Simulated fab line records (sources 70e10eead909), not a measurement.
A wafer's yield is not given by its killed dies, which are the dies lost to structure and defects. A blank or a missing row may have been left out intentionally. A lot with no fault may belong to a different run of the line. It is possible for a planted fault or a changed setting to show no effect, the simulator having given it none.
Chamber matching -- flow nand-harc -- NHARC_P_M1_DESCUM_14 on rie-diel-03 has 4 sister chambers
The step chemistry O2, time 3 s. 4 wafers are shown with their chamber, then 8 later ones without.

## EACH WAFER AND ITS CHAMBER
wafer,chamber,showerhead-plenum-p-Torr (Torr)
L184.4,1,1.87
L188.4,0,2.00
L189.6,2,2.03
L196.3,3,1.98

## WAFERS WHOSE CHAMBER IS MISSING
wafer,showerhead-plenum-p-Torr (Torr)
L196.4,2.00
L196.5,1.98
L199.1,1.86
L199.2,2.03
L199.5,1.87
L200.2,1.86
L200.4,1.98
L200.6,2.00

## WHICH CHAMBER EACH WENT THROUGH
wafer,from the rows above,in truth
L196.4,0,0
L196.5,3,3
L199.1,1,1
L199.2,2,2
L199.5,1,1
L200.2,1,1
L200.4,3,3
L200.6,0,0
Correct placement for 8 of the 8. Number that these rows cannot place: 0. Placed wrongly: 0.
How it was worked out, from the rows above alone: a wafer's distance from a chamber is the root of the sum, over the readings, of the square of ((its reading less the chamber's mean) divided by the reading's scatter). If the next closest chamber is less than 2 further off than the closest, the wafer can't be placed; otherwise it belongs to the closest. The mean given for a chamber averages the wafers shown for that chamber. The scatter: root of mean squared gap, hidden wafer to nearest shown wafer, with one shown wafer a chamber.
